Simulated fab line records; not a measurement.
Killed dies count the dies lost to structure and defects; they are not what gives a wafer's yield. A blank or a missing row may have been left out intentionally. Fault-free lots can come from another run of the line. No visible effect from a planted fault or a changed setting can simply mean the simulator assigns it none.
fab line records ; flow n5_finfet
record lots=7; wafers=39
route steps=1938 shown FIN_SAQP@125 DUMMY_GATE@214 SDB@373 DUMMY_REMOVAL@377 BEOL_M0_SAQP@695 BEOL_M2@879 BEOL_M7@1322 BEOL_M9@1440 BEOL_M11@1552
start_h: hours from the record's first day to the start of the lot's first wafer shown ; wait_h: how many hours have passed since the lot's step before this one ; " same as the row above ; L1.1+2: a single row standing in for several wafers ; - no value, or no start given ; * or withheld: withheld ; < > ~ a bound
route shown NAME@n: NAME is a module with steps in the file, n the number in the route of the first one ; usual: mean/standard deviation taken from wafers without a fault ; same: alike in all rows ; chamber/n: place in a boat ; sites: per-site readings ; _std_site: the standard deviation of these ; _edge_site: inner sites' mean taken away from outer sites' mean ; radius_mm: for every site, how far away it sits from the centre of the wafer ; mask NAME#n: copy n ; behind: the last tool/chamber to shape the wafer ; hold: reason for holding the lot/hours on hold/outcome of the hold ; device: the n, p or np transistor that did not switch ; end of line: tests run on the same wafers once the route is complete ; a step without rows: its recipe alone ; killed: the dies lost at the first sort to structure and to defects; this is not the yield of the wafer ; map: a wafer's dies, marking killed ones x, the rest . and places with no die _
set.NAME: the setting that was run; set.NAME@STEP: the one run at that earlier step ; model.NAME: the simulator's own value behind a step, which no gauge read
lots whose settings were changed on purpose; a table a step, a row a wafer
## steps
# step N5_FIN_SAQP_SPACER1_ALD_24
# recipe material=SiO2; target_thk_a=203; temp_c=300; ald_precursor_family=BDEAS; ald_co_reactant=O2-plasma; pulse_time_s=1; purge_time_s=2; co_reactant_purge_time_s=2; ald_cycles=218; pressure_torr=2
lot.wafer;tool;chamber;start_h;wait_h;set.ald_cycles;model.SiO2_of_FIN_SAQP_SPACER1_ALD_24.thk_nm
L078.1+3+5;ald_sin-04;2,0,1;46.94;0.3;218;20.4
L078.2+6;ald_sin-04;1,0;46.94;0.3;151;14.2
L078.4;ald_sin-04;3;46.94;0.3;151;14
L084.1+2+3;ald_sin-04;0,2,1;83.12;0.3;218;20.4
L089.1+5;ald_sin-04;0,3;113.00;0.3;218;20.2
L089.2+3+4+6;ald_sin-04;3,1,2,2;113.00;0.3;218;20.4
L092.1+2+5;ald_sin-01;3,1,2;132.97;0.3;218;20.4
L092.3+6;ald_sin-01;2,3;132.97;0.3;181;17
L092.4;ald_sin-01;0;132.97;0.3;181;16.8
L093.1;ald_sin-02;1;140.69;0.3;218;20.4
L093.2+5+6;ald_sin-02;0,0,1;140.69;0.3;100;9.2
L093.3+4;ald_sin-02;2,3;140.69;0.3;218;20.2
L094.1+2+4;ald_sin-04;3,0,1;143.39;0.3;114;10.6
L094.3+5;ald_sin-04;2,3;143.39;0.3;218;20.2
L094.6;ald_sin-04;2;143.39;0.3;218;20.4
L095.1+6;ald_sin-01;0,1;150.11;0.7;218;20.2
L095.2;ald_sin-01;1;150.11;0.7;282;26.2
L095.3;ald_sin-01;2;150.11;0.7;218;20.4
L095.4+5;ald_sin-01;3,0;150.11;0.7;282;26.4
# step N5_FIN_SAQP_SPACER1_ETCHBACK_25
# recipe chemistry=CHF3/O2; mode=anisotropic_etchback; target=SiO2; target_depth_a=244; time_s=12.2; pressure_mtorr=30; source_w=650; bias_w=170; Ar_flow_sccm=200; CHF3_flow_sccm=50; O2_flow_sccm=5; ion_energy_ev=200
# step N5_FIN_SAQP_MANDREL1_REMOVE_56
# recipe chemistry=HBr/Cl2/O2; bt_time_s=10; target=a-Si; stop_on=SiNx; endpoint=OES-SiCl; over_etch_frac=1; icp_w=600; bias_w=22; HBr_flow_sccm=150; Cl2_flow_sccm=80; O2_flow_sccm=5; pressure_mtorr=10
lot.wafer;tool;chamber;start_h;wait_h;set.ald_cycles@FIN_SAQP_SPACER1_ALD_24;model.FIN_SAQP.cd_nm
L078.1+3+5;rie_si-04;2,3,3;47.75;0.1;218;20.4
L078.2+6;rie_si-04;1;47.75;0.1;151;14.2
L078.4;rie_si-04;2;47.75;0.1;151;14
L084.1+3;rie_si-06;1,2;83.93;0.1;218;20.2
L084.2;rie_si-06;0;83.93;0.1;218;20.4
L089.1;rie_si-06;1;113.86;0.1;218;20
L089.2+3+5;rie_si-06;0,2,0;113.86;0.1;218;20.2
L089.4+6;rie_si-06;3,1;113.86;0.1;218;20.4
L092.1;rie_si-06;0;133.88;0.1;218;20.6
L092.2+5;rie_si-06;2,3;133.88;0.1;218;20.4
L092.3;rie_si-06;3;133.88;0.1;181;17
L092.4;rie_si-06;1;133.88;0.1;181;16.8
L092.6;rie_si-06;0;133.88;0.1;181;17.2
L093.1+3+4;rie_si-02;2,3,1;141.62;0.1;218;20.4
L093.2+5+6;rie_si-02;0,1,0;141.62;0.1;100;9.4
L094.1+2;rie_si-04;0,3;144.19;0.1;114;10.6
L094.3+5;rie_si-04;2,0;144.19;0.1;218;20.2
L094.4;rie_si-04;1;144.19;0.1;114;10.8
L094.6;rie_si-04;3;144.19;0.1;218;20.4
L095.1;rie_si-06;1;150.91;0.1;218;20.2
L095.2+4+5;rie_si-06;3,2,3;150.91;0.1;282;26.2
L095.3;rie_si-06;0;150.91;0.1;218;20.4
L095.6;rie_si-06;2;150.91;0.1;218;20
# step N5_FIN_SAQP_CD_MEAS_27
# recipe target_cd_nm=20; landing_energy_ev=1000; detector=se_inlens; polarity=line
# usual cd_nm=20.32/0.25
lot.wafer;tool;chamber;start_h;wait_h;set.ald_cycles@FIN_SAQP_SPACER1_ALD_24;cd_nm
L078.1;cd_sem-01;0;47.86;0.1;218;20.32
L078.2;cd_sem-01;0;47.86;0.1;151;14.17
L078.3;cd_sem-01;0;47.86;0.1;218;20.46
L078.4;cd_sem-01;0;47.86;0.1;151;14.39
L078.5;cd_sem-01;0;47.86;0.1;218;20.47
L078.6;cd_sem-01;0;47.86;0.1;151;14.12
L084.1;cd_sem-01;0;84.04;0.1;218;20.53
L084.2;cd_sem-01;0;84.04;0.1;218;20.43
L084.3;cd_sem-01;0;84.04;0.1;218;20.18
L089.1;cd_sem-03;0;113.97;0.1;218;20.10
L089.2;cd_sem-03;0;113.97;0.1;218;20.38
L089.3;cd_sem-03;0;113.97;0.1;218;20.34
L089.4;cd_sem-03;0;113.97;0.1;218;20.58
L089.5;cd_sem-03;0;113.97;0.1;218;20.58
L089.6;cd_sem-03;0;113.97;0.1;218;20.62
L092.1;cd_sem-02;0;133.99;0.1;218;20.86
L092.2;cd_sem-02;0;133.99;0.1;218;20.29
L092.3;cd_sem-02;0;133.99;0.1;181;16.97
L092.4;cd_sem-02;0;133.99;0.1;181;16.91
L092.5;cd_sem-02;0;133.99;0.1;218;20.50
L092.6;cd_sem-02;0;133.99;0.1;181;17.24
L093.1;cd_sem-03;0;141.73;0.1;218;20.25
L093.2;cd_sem-03;0;141.73;0.1;100;9.32
L093.3;cd_sem-03;0;141.73;0.1;218;20.20
L093.4;cd_sem-03;0;141.73;0.1;218;20.52
L093.5;cd_sem-03;0;141.73;0.1;100;9.94
L093.6;cd_sem-03;0;141.73;0.1;100;9.12
L094.1;cd_sem-03;0;144.30;0.1;114;10.65
L094.2;cd_sem-03;0;144.30;0.1;114;10.35
L094.3;cd_sem-03;0;144.30;0.1;218;20.32
L094.4;cd_sem-03;0;144.30;0.1;114;10.66
L094.5;cd_sem-03;0;144.30;0.1;218;20.81
L094.6;cd_sem-03;0;144.30;0.1;218;20.00
L095.1;cd_sem-02;0;151.02;0.1;218;20.14
L095.2;cd_sem-02;0;151.02;0.1;282;25.99
L095.3;cd_sem-02;0;151.02;0.1;218;20.77
L095.4;cd_sem-02;0;151.02;0.1;282;25.86
L095.5;cd_sem-02;0;151.02;0.1;282;26.00
L095.6;cd_sem-02;0;151.02;0.1;218;20.24
# step N5_DUMMY_GATE_ALD_02
# recipe material=SiO2; target_thk_a=20; temp_c=300; ald_precursor_family=BDEAS; ald_co_reactant=O2-plasma; pulse_time_s=1; pressure_torr=2
lot.wafer;tool;chamber;start_h;wait_h;set.target_thk_a;model.SiO2_of_DUMMY_GATE_ALD_02.thk_nm
L078.1+3+4;ald_sin-03;1,0,1;60.56;0.0;20;2
L078.2+5+6;ald_sin-03;2,2,0;60.56;0.0;23.33;2.4
L084.1+2+3;ald_sin-02;1,3,0;100.49;0.0;20;2
L089.1+3+5;ald_sin-04;0,3,1;127.14;0.0;13.43;1.4
L089.2+4+6;ald_sin-04;1,2,0;127.14;0.0;20;2
L092.1+4+5;ald_sin-03;3,0,2;148.43;0.3;12.4;1.2
L092.2+3+6;ald_sin-03;1,2,3;148.43;0.3;20;2
L093.1+2+6;ald_sin-03;0,2,0;154.60;0.0;8.599;0.8
L093.3+4+5;ald_sin-03;1,3,3;154.60;0.0;20;2
L094.1+5+6;ald_sin-03;3,2,3;159.33;0.0;24.45;2.4
L094.2+3+4;ald_sin-03;2,1,0;159.33;0.0;20;2
L095.1+2+3+4+5+6;ald_sin-02;1,3,2,0,2,1;163.71;0.0;20;2
# step N5_DUMMY_GATE_CVD_03
# recipe material=a-Si; target_thk_a=1500; temp_c=530; precursor=SiH4; time_s=8042
# step N5_DUMMY_GATE_PRECLEAN_46
# recipe chemistry=DIW; time_s=89.5; temp_c=23
# step N5_DUMMY_GATE_ETCH_32
# recipe chemistry=CF4; target=SiO2; target_depth_a=35; time_s=3.9; ion_energy_ev=350; pressure_mtorr=10; icp_w=800; bias_w=400; cf4_flow_sccm=80
# step N5_DUMMY_GATE_ETCH_23
# recipe chemistry=HBr/Cl2/O2; HBr_flow_sccm=150; Cl2_flow_sccm=80; O2_flow_sccm=12; bias_w=102; target_depth_a=410; time_s=22.3; target=poly-Si; mask_material=SiO2; pressure_mtorr=10; icp_w=800
# step N5_DUMMY_GATE_ETCH_44
# recipe chemistry=HBr/O2; over_etch_frac=0.7; target_depth_a=1275; stop_on=SiO2; ion_energy_ev=60; bias_w=20; target=poly-Si; mask_material=SiO2; pressure_mtorr=20; icp_w=400; HBr_flow_sccm=120; O2_flow_sccm=10
lot.wafer;tool;chamber;start_h;wait_h;set.target_thk_a@DUMMY_GATE_ALD_02;model.SiO2_of_DUMMY_GATE_ALD_02.thk_nm
L078.1+3+4;rie_si-03;1,3,2;70.43;0.0;20;2
L078.2+5;rie_si-03;0,2;70.43;0.0;23.33;2.4
L078.6;rie_si-03;3;70.43;0.0;23.33;2.2
L084.1+2+3;rie_si-03;3,1,2;112.88;0.0;20;2
L089.1+3+5;rie_si-05;3,2,0;136.75;0.0;13.43;1.4
L089.2+4+6;rie_si-05;0,1,1;136.75;0.0;20;2
L092.1+4+5;rie_si-03;0,1,1;159.66;0.0;12.4;1.2
L092.2+3+6;rie_si-03;3,2,2;159.66;0.0;20;2
L093.1+2+6;rie_si-01;3,0,0;163.99;0.0;8.599;0.8
L093.3+4+5;rie_si-01;1,2,3;163.99;0.0;20;2
L094.1+5+6;rie_si-01;2,2,1;168.72;0.0;24.45;2.4
L094.2+3+4;rie_si-01;1,0,3;168.72;0.0;20;2
L095.1+2+3+4+5+6;rie_si-05;1,0,2,3,2,3;175.15;0.0;20;2
# step N5_SDB_ALD_29
# recipe material=SiNx; target_thk_a=300; temp_c=400; ald_precursor_family=SiH2I2; ald_co_reactant=N2/H2-plasma; pulse_time_s=1; ald_cycles=600; purge_time_s=2; co_reactant_purge_time_s=2; pressure_torr=2
lot.wafer;tool;chamber;start_h;wait_h;set.ald_cycles;model.SiNx_of_SDB_ALD_29.thk_nm
L078.1+4;ald_sin-04;1,2;94.13;0.0;600;30
L078.2;ald_sin-04;0;94.13;0.0;600;29.8
L078.3;ald_sin-04;3;94.13;0.0;256;12.6
L078.5+6;ald_sin-04;1,2;95.48;1.4;256;12.8
L084.1;ald_sin-04;3;133.60;0.0;600;30.2
L084.2+3;ald_sin-04;2,1;133.60;0.0;600;30
L089.1+4+5;ald_sin-02;1,3,0;157.00;0.5;600;29.8
L089.2+6;ald_sin-02;0,3;157.00;0.5;600;30
L089.3;ald_sin-02;2;157.00;0.5;600;30.2
L092.1+2;ald_sin-03;1,3;180.60;0.0;284;14
L092.3+5+6;ald_sin-03;2,2,3;180.60;0.0;600;30
L092.4;ald_sin-03;0;180.60;0.0;284;14.2
L093.1+2;ald_sin-02;3,0;182.38;0.1;600;29.8
L093.3;ald_sin-02;1;182.38;0.1;259;13
L093.4;ald_sin-02;2;182.38;0.1;600;30.2
L093.5;ald_sin-02;2;183.73;1.5;259;13.2
L093.6;ald_sin-02;3;183.73;1.5;259;12.8
L094.1+4;ald_sin-03;2,1;189.00;0.9;600;30
L094.2;ald_sin-03;3;189.00;0.9;401;20
L094.3+5;ald_sin-03;0;189.00;0.9;401;20.2
L094.6;ald_sin-03;3;190.35;2.3;600;29.8
L095.1;ald_sin-04;3;195.35;0.0;600;29.8
L095.2+6;ald_sin-04;0,1;195.35;0.0;728;36.4
L095.3+4;ald_sin-04;1,2;195.35;0.0;600;30
L095.5;ald_sin-04;3;196.70;1.4;728;36.2
# step N5_SDB_CMP_30
# recipe stop_on=poly-Si; t_overpolish_s=1.54; post_cmp_clean=alkaline_brush; down_force_psi=4.1491; platen_rpm=51.796; pad_velocity_m_s=1.0306; target_thk_nm=30
# step N5_DUMMY_REMOVAL_HM_STRIP_01
# recipe chemistry=CH3F/O2; material=SiNx; target_depth_a=40; stop_on=poly-Si; time_s=6.8; over_etch_frac=0.3; ion_energy_ev=60; power_w=410; bias_w=29; Ar_flow_sccm=150; CH3F_flow_sccm=30; O2_flow_sccm=20
lot.wafer;tool;chamber;start_h;wait_h;set.ald_cycles@SDB_ALD_29;model.SiNx_of_SDB_ALD_29.thk_nm
L078.1+4;rie_diel-06;1,2;97.21;0.0;600;29.4
L078.2;rie_diel-06;3;97.21;0.0;600;29.2
L078.3+6;rie_diel-06;0,2;97.21;0.0;256;12.4
L078.5;rie_diel-06;1;97.21;0.0;256;12.6
L084.1;rie_diel-06;0;136.69;0.0;600;29.6
L084.2+3;rie_diel-06;1,2;136.69;0.0;600;29.4
L089.1+2+4+5;rie_diel-05;3,2,0,3;160.09;0.0;600;29.2
L089.3;rie_diel-05;1;160.09;0.0;600;29.6
L089.6;rie_diel-05;2;160.09;0.0;600;29.4
L092.1+2;rie_diel-05;0,1;183.69;0.0;284;13.8
L092.3+5;rie_diel-05;2,1;183.69;0.0;600;29.4
L092.4;rie_diel-05;3;183.69;0.0;284;14
L092.6;rie_diel-05;2;183.69;0.0;600;29.2
L093.1+2;rie_diel-06;0,1;185.47;0.0;600;29.2
L093.3+6;rie_diel-06;2,3;185.47;0.0;259;12.6
L093.4;rie_diel-06;3;185.47;0.0;600;29.6
L093.5;rie_diel-06;2;185.47;0.0;259;13
L094.1+4;rie_diel-05;0,3;192.08;0.0;600;29.4
L094.2;rie_diel-05;2;192.08;0.0;401;19.6
L094.3+5;rie_diel-05;1;192.08;0.0;401;19.8
L094.6;rie_diel-05;0;192.08;0.0;600;29.2
L095.1;rie_diel-06;3;198.43;0.0;600;29.2
L095.2;rie_diel-06;1;198.43;0.0;728;30.6
L095.3+4;rie_diel-06;0;198.43;0.0;600;29.4
L095.5;rie_diel-06;1;198.43;0.0;728;29.2
L095.6;rie_diel-06;3;198.43;0.0;728;29.6
# step N5_BEOL_M0_SAQP_CUT_ETCH_46
# recipe chemistry=N2/H2; target=SOC; target_depth_a=1350; overetch_a=270; temp_c=40; time_s=202.5; ion_energy_ev=200; mask_material=SiARC; pressure_mtorr=30; source_w=840; bias_w=150; n2_flow_sccm=200; h2_flow_sccm=200
lot.wafer;tool;chamber;start_h;wait_h;set.time_s;model.BEOL_M0_SAQP.cd_nm;model.SiARC_of_BEOL_M0_SAQP_COAT_72.thk_nm
L078.1;rie_diel-01;1;141.25;0.0;202.5;29.6;5.4
L078.2;rie_diel-01;3;141.25;0.0;202.5;30.2;4.6
L078.3;rie_diel-01;2;141.25;0.0;202.5;29.8;4.2
L078.4;rie_diel-01;0;141.25;0.0;202.5;29.8;5
L078.5;rie_diel-01;3;141.25;0.0;202.5;30.4;4.6
L078.6;rie_diel-01;0;141.25;0.0;202.5;30.2;5
L084.1;rie_diel-01;1;177.46;0.0;202.5;29.8;5.6
L084.2;rie_diel-01;3;177.46;0.0;202.5;30.4;4.8
L084.3;rie_diel-01;2;177.46;0.0;202.5;30.2;4.4
L089.1+3;rie_diel-06;3,1;205.71;0.0;202.5;29.8;5.2
L089.2;rie_diel-06;0;205.71;0.0;256.7;31.2;2.8
L089.4;rie_diel-06;3;205.71;0.0;202.5;29.6;5.2
L089.5;rie_diel-06;1;205.71;0.0;256.7;30.6;2.6
L089.6;rie_diel-06;0;205.71;0.0;256.7;31;2.8
L092.1;rie_diel-05;0;223.18;0.0;202.5;30.6;4.6
L092.2;rie_diel-05;3;223.18;0.0;202.5;30.4;4.6
L092.3;rie_diel-05;1;223.18;0.0;309.2;34.6;0
L092.4;rie_diel-05;2;223.18;0.0;309.2;37.4;0
L092.5;rie_diel-05;3;223.18;0.0;309.2;35.6;0
L092.6;rie_diel-05;0;223.18;0.0;202.5;30.8;4.8
L093.1;rie_diel-05;1;228.46;0.0;202.5;30;4.6
L093.2;rie_diel-05;2;228.46;0.0;202.5;30.8;4.4
L093.3;rie_diel-05;3;228.46;0.0;202.5;30.6;4.6
L093.4;rie_diel-05;0;228.46;0.0;202.5;30.8;4.8
L093.5;rie_diel-05;0;228.46;0.0;202.5;30.6;4.8
L093.6;rie_diel-05;3;228.46;0.0;202.5;30.8;4.6
L094.1;rie_diel-06;3;237.96;0.0;202.5;29.8;5.2
L094.2+5;rie_diel-06;2;237.96;0.0;202.5;30.2;4.6
L094.3;rie_diel-06;0;237.96;0.0;202.5;30.2;5.4
L094.4+6;rie_diel-06;1;237.96;0.0;202.5;30.2;5.2
L095.1;rie_diel-05;2;238.47;0.0;124.4;29.4;8.6
L095.2;rie_diel-05;3;238.47;0.0;202.5;30.8;4.6
L095.3;rie_diel-05;1;238.47;0.0;124.4;28.6;8.8
L095.4;rie_diel-05;0;238.47;0.0;202.5;31.2;4.8
L095.5;rie_diel-05;1;238.47;0.0;124.4;28.4;8.6
L095.6;rie_diel-05;2;238.47;0.0;202.5;31;4.4
# step N5_BEOL_M2_DESCUM_33
# recipe chemistry=O2; time_s=7; source_power_w=50; bias_power_w=20; pressure_mtorr=20; rf_frequency_hz=2.712e+07; temp_c=40; resist=CAR-EUV; o2_flow_sccm=225
lot.wafer;tool;chamber;start_h;wait_h;set.time_s;model.CAR-EUV_of_BEOL_M2_COAT_22.thk_nm
L078.1+2+3+4+5;rie_diel-03;2,1,3,2,1;166.79;0.0;7;26
L078.6;rie_diel-03;3;166.79;0.0;7;26.2
L084.1+3;rie_diel-02;1,0;197.40;0.0;7;26
L084.2;rie_diel-02;3;197.40;0.0;7;26.2
L089.1;rie_diel-04;1;238.66;2.3;5.128;26.8
L089.2+3+4;rie_diel-04;3,0,3;238.66;2.3;7;26
L089.5+6;rie_diel-04;0,1;238.66;2.3;5.128;27
L092.1+2+3+4+5;rie_diel-04;2,1,0,2,1;242.91;0.0;7;26.2
L092.6;rie_diel-04;0;242.91;0.0;7;26.4
L093.1+3+4;rie_diel-02;0,3,1;252.31;0.0;7;26.2
L093.2+5+6;rie_diel-02;2,0,1;252.31;0.0;7;26
L094.1+3+5;rie_diel-02;2,1,0;259.29;0.1;3.03;28.2
L094.2+4;rie_diel-02;0,3;259.29;0.1;7;26.2
L094.6;rie_diel-02;1;259.29;0.1;7;26
L095.1+2+5;rie_diel-02;3,2,2;262.57;0.0;7;26.2
L095.3+4+6;rie_diel-02;0,1,1;262.57;0.0;8.19;25.6
# step N5_BEOL_M2_ETCH_77
# recipe chemistry=N2/H2; target=underlayer; target_depth_a=65; mask_material=CAR-EUV; time_s=5.2; ion_energy_ev=200; pressure_mtorr=30; source_w=840; bias_w=150; n2_flow_sccm=200; h2_flow_sccm=200; ends=cleared
lot.wafer;tool;chamber;start_h;wait_h;set.time_s@BEOL_M2_DESCUM_33;model.CAR-EUV_of_BEOL_M2_COAT_22.thk_nm
L078.1+2+3+5+6;rie_diel-03;2,1,3,1,3;166.83;0.0;7;20.4
L078.4;rie_diel-03;2;166.83;0.0;7;20.2
L084.1;rie_diel-02;1;197.44;0.0;7;20.2
L084.2+3;rie_diel-02;3,0;197.44;0.0;7;20.4
L089.1+6;rie_diel-04;1;238.70;0.0;5.128;21.2
L089.2+4;rie_diel-04;3;238.70;0.0;7;20.2
L089.3;rie_diel-04;0;238.70;0.0;7;20.4
L089.5;rie_diel-04;0;238.70;0.0;5.128;21.4
L092.1+3+6;rie_diel-04;2,0,0;242.94;0.0;7;20.6
L092.2+4+5;rie_diel-04;1,2,1;242.94;0.0;7;20.4
L093.1+4+5+6;rie_diel-02;0,1,0,1;252.35;0.0;7;20.4
L093.2;rie_diel-02;2;252.35;0.0;7;20.2
L093.3;rie_diel-02;3;252.35;0.0;7;20.6
L094.1+3;rie_diel-02;2,1;259.33;0.0;3.03;22.4
L094.2+4;rie_diel-02;0,3;259.33;0.0;7;20.6
L094.5;rie_diel-02;0;259.33;0.0;3.03;22.6
L094.6;rie_diel-02;1;259.33;0.0;7;20.2
L095.1+2+5;rie_diel-02;3,2,2;262.61;0.0;7;20.4
L095.3;rie_diel-02;0;262.61;0.0;8.19;20
L095.4+6;rie_diel-02;1;262.61;0.0;8.19;19.8
# step N5_BEOL_M7_CVD_78
# recipe material=Co; target_thk_a=20; temp_c=withheld; precursor=CCTBA/H2; pressure_torr=30; time_s=142.3
lot.wafer;tool;chamber;start_h;wait_h;set.target_thk_a;model.Co_of_BEOL_M7_CVD_78.thk_nm
L078.1;cvd_co-02;1;232.44;0.1;20;2
L078.2+3;cvd_co-02;0,2;232.44;0.1;20;2.2
L078.4+5;cvd_co-02;2,0;232.44;0.1;16.76;1.8
L078.6;cvd_co-02;1;232.44;0.1;16.76;2
L084.1;cvd_co-01;0;262.97;0.0;20;1.8
L084.2+3;cvd_co-01;2,1;262.97;0.0;20;2
L092.1+2+3;cvd_co-02;0,1,2;299.55;0.0;20;2
L092.4+5+6;cvd_co-02;0,1,0;299.55;0.0;10.61;1.2
L089.1+2+6;cvd_co-01;0,1,0;307.43;0.0;23.71;2.4
L089.3;cvd_co-01;2;307.43;0.0;20;2.2
L089.4+5;cvd_co-01;2,1;307.43;0.0;20;2
L093.1+2+5+6;cvd_co-02;1,2,2,1;316.20;0.0;20;1.8
L093.3+4;cvd_co-02;0;316.20;0.0;20;2
L095.1;cvd_co-02;2;326.02;0.3;20;1.6
L095.2;cvd_co-02;1;326.02;0.3;20;2
L095.3+4+5;cvd_co-02;0,0,1;326.02;0.3;29.36;2.8
L095.6;cvd_co-02;2;326.02;0.3;20;1.8
L094.1+4+5;cvd_co-01;2,0,2;326.62;0.1;20;2
L094.2+6;cvd_co-01;1;326.62;0.1;23.24;2.4
L094.3;cvd_co-01;0;326.62;0.1;23.24;2.2
# step N5_BEOL_M9_ETCH_66
# recipe chemistry=N2/H2; target=SOC; target_depth_a=800; overetch_a=160; mask_material=SiARC; temp_c=40; time_s=120; ion_energy_ev=200; pressure_mtorr=30; source_w=840; bias_w=150; n2_flow_sccm=200; h2_flow_sccm=200
lot.wafer;tool;chamber;start_h;wait_h;set.time_s;model.SiARC_of_BEOL_M9_COAT_64.thk_nm
L078.1+4;rie_diel-05;3,2;247.42;0.0;82.82;8
L078.2+5;rie_diel-05;0,3;247.42;0.0;120;6.4
L078.3;rie_diel-05;2;247.42;0.0;120;6.2
L078.6;rie_diel-05;0;247.42;0.0;82.82;8.2
L084.1+3;rie_diel-06;0,3;275.64;0.0;120;6.6
L084.2;rie_diel-06;2;275.64;0.0;120;6.2
L092.1+3+4+5;rie_diel-05;1,0,0,1;314.27;0.0;120;6.4
L092.2+6;rie_diel-05;2;314.27;0.0;120;6
L089.1;rie_diel-01;2;323.53;0.0;120;6.2
L089.2;rie_diel-01;0;323.53;0.0;120;6.6
L089.3;rie_diel-01;3;323.53;0.0;120;6.4
L089.4;rie_diel-01;0;323.53;0.0;171.8;4.2
L089.5;rie_diel-01;2;323.53;0.0;171.8;3.6
L089.6;rie_diel-01;3;323.53;0.0;171.8;3.8
L093.1+6;rie_diel-06;1;331.46;0.0;120;6.4
L093.2+4+5;rie_diel-06;0,3,0;331.46;0.0;120;6.6
L093.3;rie_diel-06;2;331.46;0.0;120;6.2
L094.1+4;rie_diel-05;1,0;340.08;0.0;120;6.4
L094.2+6;rie_diel-05;3;340.08;0.0;85.75;7.8
L094.3;rie_diel-05;2;340.08;0.0;120;6
L094.5;rie_diel-05;0;340.08;0.0;85.75;8
L095.1;rie_diel-05;1;340.51;0.0;120;6.2
L095.2;rie_diel-05;2;340.51;0.0;67.6;8.6
L095.3+6;rie_diel-05;3,2;340.51;0.0;120;6
L095.4+5;rie_diel-05;0,1;340.51;0.0;67.6;8.8
# step N5_BEOL_M11_DESCUM_16
# recipe chemistry=O2; time_s=7.9; source_power_w=50; bias_power_w=20; pressure_mtorr=20; rf_frequency_hz=2.712e+07; temp_c=40; resist=CAR-ArF; o2_flow_sccm=225
lot.wafer;tool;chamber;start_h;wait_h;set.time_s;model.CAR-ArF_of_BEOL_M11_COAT_05.thk_nm
L078.1+3;rie_diel-06;3,0;261.53;0.2;10.73;81.6
L078.2;rie_diel-06;2;261.53;0.2;7.9;83.2
L078.4;rie_diel-06;3;261.53;0.2;7.9;83.4
L078.5;rie_diel-06;2;261.53;0.2;10.73;81.2
L078.6;rie_diel-06;0;261.53;0.2;7.9;83.6
L084.1+2;rie_diel-05;2,0;287.81;0.1;7.9;83.2
L084.3;rie_diel-05;3;287.81;0.1;7.9;83.4
L092.1+4+6;rie_diel-05;0,2,2;327.55;0.0;9.674;82.2
L092.2;rie_diel-05;1;327.55;0.0;7.9;83.6
L092.3+5;rie_diel-05;3,1;327.55;0.0;7.9;83.4
L089.1+2;rie_diel-05;2,3;337.12;0.0;7.9;83.4
L089.3+5;rie_diel-05;0;337.12;0.0;3.841;86.2
L089.4;rie_diel-05;1;337.12;0.0;7.9;83.8
L089.6;rie_diel-05;1;337.12;0.0;3.841;86
L093.1+5;rie_diel-05;0,2;344.89;0.0;7.9;83.8
L093.2+4;rie_diel-05;3,2;344.89;0.0;6.224;84.8
L093.3;rie_diel-05;1;344.89;0.0;7.9;84
L093.6;rie_diel-05;1;344.89;0.0;6.224;84.4
L094.1+4;rie_diel-01;2,0;356.72;0.0;7.9;83.6
L094.2;rie_diel-01;1;356.72;0.0;5.34;85.2
L094.3+5;rie_diel-01;0,1;356.72;0.0;5.34;85.4
L094.6;rie_diel-01;2;356.72;0.0;7.9;83.4
L095.1+4;rie_diel-05;1,3;359.82;0.0;12.23;80.8
L095.2+6;rie_diel-05;2,1;359.82;0.0;7.9;83.4
L095.3;rie_diel-05;0;359.82;0.0;12.23;81
L095.5;rie_diel-05;2;359.82;0.0;7.9;83.6
## key
split step=N5_FIN_SAQP_SPACER1_ALD_24; setting=ald_cycles; stated=218; by=wafer
response step=N5_FIN_SAQP_SPACER1_ALD_24; reading=model.SiO2_of_FIN_SAQP_SPACER1_ALD_24.thk_nm; change=+0.204; per=1%; r=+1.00
response step=N5_FIN_SAQP_MANDREL1_REMOVE_56; reading=model.FIN_SAQP.cd_nm; change=+0.203; per=1%; r=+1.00
response step=N5_FIN_SAQP_CD_MEAS_27; reading=cd_nm; change=+0.201; per=1%; r=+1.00
split step=N5_DUMMY_GATE_ALD_02; setting=target_thk_a; stated=20; by=wafer
response step=N5_DUMMY_GATE_ALD_02; reading=model.SiO2_of_DUMMY_GATE_ALD_02.thk_nm; change=+0.0205; per=1%; r=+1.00
response step=N5_DUMMY_GATE_ETCH_44; reading=model.SiO2_of_DUMMY_GATE_ALD_02.thk_nm; change=+0.0203; per=1%; r=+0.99
split step=N5_SDB_ALD_29; setting=ald_cycles; stated=600; by=wafer
response step=N5_SDB_ALD_29; reading=model.SiNx_of_SDB_ALD_29.thk_nm; change=+0.3; per=1%; r=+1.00
response step=N5_DUMMY_REMOVAL_HM_STRIP_01; reading=model.SiNx_of_SDB_ALD_29.thk_nm; change=+0.282; per=1%; r=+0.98
split step=N5_BEOL_M0_SAQP_CUT_ETCH_46; setting=time_s; stated=202.5; by=wafer
response step=N5_BEOL_M0_SAQP_CUT_ETCH_46; reading=model.BEOL_M0_SAQP.cd_nm; change=+0.0792; per=1%; r=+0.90
response step=N5_BEOL_M0_SAQP_CUT_ETCH_46; reading=model.SiARC_of_BEOL_M0_SAQP_COAT_72.thk_nm; change=-0.0941; per=1%; r=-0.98
split step=N5_BEOL_M2_DESCUM_33; setting=time_s; stated=7; by=wafer
response step=N5_BEOL_M2_DESCUM_33; reading=model.CAR-EUV_of_BEOL_M2_COAT_22.thk_nm; change=-0.0361; per=1%; r=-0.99
response step=N5_BEOL_M2_ETCH_77; reading=model.CAR-EUV_of_BEOL_M2_COAT_22.thk_nm; change=-0.0354; per=1%; r=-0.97
split step=N5_BEOL_M7_CVD_78; setting=target_thk_a; stated=20; by=wafer
response step=N5_BEOL_M7_CVD_78; reading=model.Co_of_BEOL_M7_CVD_78.thk_nm; change=+0.019; per=1%; r=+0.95
split step=N5_BEOL_M9_ETCH_66; setting=time_s; stated=120; by=wafer
response step=N5_BEOL_M9_ETCH_66; reading=model.SiARC_of_BEOL_M9_COAT_64.thk_nm; change=-0.0586; per=1%; r=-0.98
split step=N5_BEOL_M11_DESCUM_16; setting=time_s; stated=7.9; by=wafer
response step=N5_BEOL_M11_DESCUM_16; reading=model.CAR-ArF_of_BEOL_M11_COAT_05.thk_nm; change=-0.0503; per=1%; r=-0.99
